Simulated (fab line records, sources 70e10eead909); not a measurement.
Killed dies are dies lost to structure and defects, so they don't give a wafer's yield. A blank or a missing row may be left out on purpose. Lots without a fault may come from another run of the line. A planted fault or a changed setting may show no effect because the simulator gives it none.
Which tool did it? | flow nand_harc | 12 lots, 36 wafers sampled, at 5 steps of a route of 1302

WHAT THE GAUGES READ, wafer by wafer
NHARC_END_SORT_01. Usual: killed_at_array 52, standard deviation 17; killed_at_other 1.2, standard deviation 1.4; killed_at_periphery 4.7, standard deviation 2.9; killed_dies 58, standard deviation 17; killed_open 3.2, standard deviation 1.9; killed_short 2.4, standard deviation 1.4.
lot  | measured     | on        | killed_at_array | killed_at_other | killed_at_periphery | killed_dies | killed_open | killed_short | flag
L544 | day 30 01:56 | prober-02 | 675 669 673     | 0 1 0           | 2 7 4               | 677 677 677 | 3 7 4       | 3 2 5        | OFF
L543 | day 30 11:25 | prober-01 | 674 673 674     | 1 1 0           | 2 3 3               | 677 677 677 | 1 3 7       | 1 2 4        | OFF
L547 | day 30 19:19 | prober-02 | 668 672 672     | 3 1 1           | 6 4 4               | 677 677 677 | 3 4 5       | 2 2 1        | OFF

WHICH TOOL RAN EACH LOT (tool, then ch and the chambers of the sampled wafers, then the start)
lot  | NHARC_A_STAIRCASE_STRIP_205          | NHARC_A_STAIRCASE_TRIM_222                    | NHARC_A_STAIRCASE_ETCH_234                    | NHARC_A_STAIRCASE_ETCH_236
L530 | plasma_asher-02 ch 0,1, day 15 17:37 | rie_diel-05 ch 2,3, day 16 00:01 or earlier   | rie_diel-10 ch 0,1,2, day 16 00:01 or earlier | rie_diel-10 ch 0,2,3, day 16 00:01
L531 | plasma_asher-01 ch 0,1, day 16 08:41 | rie_diel-04 ch 0,1,2, day 16 12:22 or earlier | rie_diel-04 ch 1,2,3, day 16 12:22 or earlier | rie_diel-04 ch 0,3, day 16 12:22
L532 | plasma_asher-01 ch 0, day 16 19:19   | rie_diel-10 ch 1,3, day 16 22:53 or earlier   | rie_diel-05 ch 0,2, day 16 22:53 or earlier   | rie_diel-05 ch 1,3, day 16 22:53
L533 | plasma_asher-01 ch 0,1, day 17 14:43 | rie_diel-05 ch 1,2,3, day 17 18:11 or earlier | rie_diel-05 ch 0,1,2, day 17 18:11 or earlier | rie_diel-05 ch 1,2, day 17 18:11
L536 | plasma_asher-01 ch 0,1, day 18 02:51 | rie_diel-04 ch 0,2,3, day 18 07:58 or earlier | rie_diel-04 ch 0,2,3, day 18 07:58 or earlier | rie_diel-04 ch 0,2, day 18 07:58
L535 | plasma_asher-01 ch 0,1, day 18 03:44 | rie_diel-04 ch 0,1,3, day 18 08:56 or earlier | rie_diel-10 ch 0,2,3, day 18 08:56 or earlier | rie_diel-10 ch 0,1,3, day 18 08:56
L537 | plasma_asher-02 ch 0,1, day 18 15:05 | rie_diel-05 ch 1,2, day 18 19:14 or earlier   | rie_diel-04 ch 0,2,3, day 18 19:14 or earlier | rie_diel-04 ch 0,1,3, day 18 19:14
L544 | plasma_asher-01 ch 0,1, day 21 18:38 | rie_diel-10 ch 0,2, day 22 01:24 or earlier   | rie_diel-10 ch 0,2,3, day 22 01:24 or earlier | rie_diel-10 ch 0,3, day 22 01:24
L545 | plasma_asher-02 ch 0, day 21 18:48   | rie_diel-04 ch 1,2,3, day 21 22:27 or earlier | rie_diel-04 ch 0,1,3, day 21 22:27 or earlier | rie_diel-04 ch 0,1, day 21 22:27
L543 | plasma_asher-02 ch 0,1, day 21 21:21 | rie_diel-05 ch 0,2,3, day 22 01:16 or earlier | rie_diel-05 ch 0,2,3, day 22 01:16 or earlier | rie_diel-05 ch 2,3, day 22 01:16
L547 | plasma_asher-02 ch 0,1, day 22 16:06 | rie_diel-05 ch 0,2,3, day 22 19:57 or earlier | rie_diel-05 ch 1,2, day 22 19:57 or earlier   | rie_diel-05 ch 0,1,2, day 22 19:57
L546 | plasma_asher-02 ch 0,1, day 22 17:30 | rie_diel-04 ch 2,3, day 22 20:51 or earlier   | rie_diel-04 ch 1,2,3, day 22 20:51 or earlier | rie_diel-04 ch 0,3, day 22 20:51
- NHARC_A_STAIRCASE_STRIP_205: strips in O2.
- NHARC_A_STAIRCASE_TRIM_222: chemistry O2, time 211.2 s.
- NHARC_A_STAIRCASE_ETCH_234: etches the open film in C4F8/O2, target depth 100 nm, time 40.5 s.
- NHARC_A_STAIRCASE_ETCH_236: etches the open film in C4F8/O2, target depth 100 nm, time 40.5 s.

WHAT THE TOOLS THEMSELVES READ (means of the sampled wafers that have a number; where no wafer has one, the mark that the record gives instead)
NHARC_A_STAIRCASE_STRIP_205. Usual: drypump_motor_current_A 5.84 A, standard deviation 0.25; heater_power_w 368 W, standard deviation 41.
lot  | tool            | drypump_motor_current_A (A) | heater_power_w (W) | flag
L530 | plasma_asher-02 | 6.06                        | 402                |
L531 | plasma_asher-01 | 5.57                        | 319                |
L532 | plasma_asher-01 | 5.67                        | 359                |
L533 | plasma_asher-01 | 5.58                        | 326                |
L536 | plasma_asher-01 | 5.57                        | 321                |
L535 | plasma_asher-01 | 5.58                        | 325                |
L537 | plasma_asher-02 | 6.09                        | 399                |
L544 | plasma_asher-01 | 5.57                        | 320                |
L545 | plasma_asher-02 | 6.08                        | 418                |
L543 | plasma_asher-02 | 6.09                        | 411                |
L547 | plasma_asher-02 | 6.08                        | 398                |
L546 | plasma_asher-02 | 6.08                        | 406                |

NHARC_A_STAIRCASE_TRIM_222. Usual: drypump_motor_current_A 5.8 A, standard deviation 0.48; o2_flow_sccm 500.1 sccm, standard deviation 1.6; oes_product_au 1.002 a.u., standard deviation 0.014; rf_vpp_V 57.6 V, standard deviation 0.83; showerhead_plenum_p_Torr 3.49 Torr, standard deviation 0.15; throttle_valve_pct 17.036 %, standard deviation 0.0089.
lot  | tool        | drypump_motor_current_A (A) | o2_flow_sccm (sccm) | oes_product_au (a.u.) | rf_vpp_V (V) | showerhead_plenum_p_Torr (Torr) | throttle_valve_pct (%) | flag
L530 | rie_diel-05 | 5.7                         | 500.2               | 0.987                 | 58.1         | 3.68                            | 17.044                 |
L531 | rie_diel-04 | 5.9                         | 501.0               | 1.000                 | 58.2         | 3.42                            | 17.036                 |
L532 | rie_diel-10 | 5.8                         | 501.0               | 0.984                 | 58.2         | 3.57                            | 17.041                 |
L533 | rie_diel-05 | 5.5                         | 499.2               | 0.996                 | 57.7         | 3.56                            | 17.026                 |
L536 | rie_diel-04 | 5.9                         | 499.8               | 1.012                 | 57.4         | 3.42                            | 17.044                 |
L535 | rie_diel-04 | 6.1                         | 501.6               | 1.011                 | 57.3         | 3.52                            | 17.034                 |
L537 | rie_diel-05 | 5.4                         | 499.2               | 1.009                 | 57.5         | 3.45                            | 17.042                 |
L544 | rie_diel-10 | 5.7                         | 499.3               | 1.009                 | 57.3         | 3.28                            | 17.038                 |
L545 | rie_diel-04 | 6.3                         | 501.6               | 1.018                 | 58.1         | 3.50                            | 17.029                 |
L543 | rie_diel-05 | 5.6                         | 496.8               | 0.994                 | 58.4         | 3.59                            | 17.040                 |
L547 | rie_diel-05 | 5.7                         | 499.8               | 1.003                 | 57.4         | 3.59                            | 17.031                 |
L546 | rie_diel-04 | 6.1                         | 500.1               | 1.024                 | 57.7         | 3.40                            | 17.027                 |

NHARC_A_STAIRCASE_ETCH_234. Usual: bias_w 1000 W, standard deviation 3; chamber_pressure_mTorr 25.000 mTorr, standard deviation 0.023; oes_product_au 0.944 a.u., standard deviation 0.015; rf_vpp_V 894 V, standard deviation 5.8.
lot  | tool        | bias_w (W) | chamber_pressure_mTorr (mTorr) | oes_product_au (a.u.) | rf_vpp_V (V) | flag
L530 | rie_diel-10 | 998        | 24.997                         | 0.924                 | 893          |
L531 | rie_diel-04 | 998        | 24.976                         | 0.955                 | 897          |
L532 | rie_diel-05 | 1002       | 25.001                         | 0.952                 | 898          |
L533 | rie_diel-05 | 999        | 25.013                         | 0.943                 | 895          |
L536 | rie_diel-04 | 1001       | 24.994                         | 0.948                 | 891          |
L535 | rie_diel-10 | 1001       | 25.017                         | 0.921                 | 890          |
L537 | rie_diel-04 | 998        | 25.000                         | 0.965                 | 892          |
L544 | rie_diel-10 | 998        | 24.984                         | 0.938                 | 890          |
L545 | rie_diel-04 | 1000       | 24.973                         | 0.951                 | 894          |
L543 | rie_diel-05 | 1002       | 24.998                         | 0.942                 | 898          |
L547 | rie_diel-05 | 999        | 25.003                         | 0.955                 | 892          |
L546 | rie_diel-04 | 1002       | 25.002                         | 0.952                 | 895          |

NHARC_A_STAIRCASE_ETCH_236. Usual: bias_w 1000.1 W, standard deviation 2.7; chamber_pressure_mTorr 25.001 mTorr, standard deviation 0.023; oes_product_au 0.944 a.u., standard deviation 0.015; rf_vpp_V 894 V, standard deviation 5.5.
lot  | tool        | bias_w (W) | chamber_pressure_mTorr (mTorr) | oes_product_au (a.u.) | rf_vpp_V (V) | flag
L530 | rie_diel-10 | 1001.8     | 25.005                         | 0.931                 | 890          |
L531 | rie_diel-04 | 998.1      | 25.020                         | 0.954                 | 895          |
L532 | rie_diel-05 | 1002.2     | 24.998                         | 0.940                 | 898          |
L533 | rie_diel-05 | 1000.5     | 25.000                         | 0.949                 | 894          |
L536 | rie_diel-04 | 1000.8     | 24.982                         | 0.950                 | 888          |
L535 | rie_diel-10 | 1002.0     | 25.006                         | 0.946                 | 893          |
L537 | rie_diel-04 | 1001.6     | 25.009                         | 0.945                 | 895          |
L544 | rie_diel-10 | -          | -                              | -                     | -            | OFF
L545 | rie_diel-04 | 999.6      | 25.018                         | 0.947                 | 895          |
L543 | rie_diel-05 | -          | -                              | -                     | -            | OFF
L547 | rie_diel-05 | -          | -                              | -                     | -            | OFF
L546 | rie_diel-04 | 1000.0     | 25.005                         | 0.944                 | 894          |

THE ANSWER, worked out from the rows above alone
Rule: a lot is off if the mean of its wafers that have a number lies more than 3 standard deviations from the usual mean. A lot without any number at a reading at which 4 lots or more have one is off too. The other lots that the step has rows for count as sound. The gauges are gone through in route order, then the tools' own readings, and for those a lot's mean is taken as printed above. The first step at which some lot is off is used, and at that step the reading that is off furthest; a lot without a number counts as furthest.
Off: L544, L543, L547, at NHARC_END_SORT_01 (killed_at_array). Neither off nor sound, because the step has no rows for them: L530, L531, L532, L533, L536, L535, L537, L545, L546.
A tool fits if, at a process step before that reading, it ran every lot that is off, and no sound lot after the first of them. The gauges at NHARC_END_SORT_01 aren't tried: what is off there is off at NHARC_A_STAIRCASE_ETCH_236 too, on other tools, and a gauge's error can't cause that. NHARC_A_STAIRCASE_TRIM_222 gives no start for some lots, so the hours and the order of its lots are those of NHARC_A_STAIRCASE_ETCH_236. NHARC_A_STAIRCASE_ETCH_234 gives no start for some lots, so the hours and the order of its lots are those of NHARC_A_STAIRCASE_ETCH_236. None of those tried fits.

WHAT THE SIMULATOR HAD PUT IN
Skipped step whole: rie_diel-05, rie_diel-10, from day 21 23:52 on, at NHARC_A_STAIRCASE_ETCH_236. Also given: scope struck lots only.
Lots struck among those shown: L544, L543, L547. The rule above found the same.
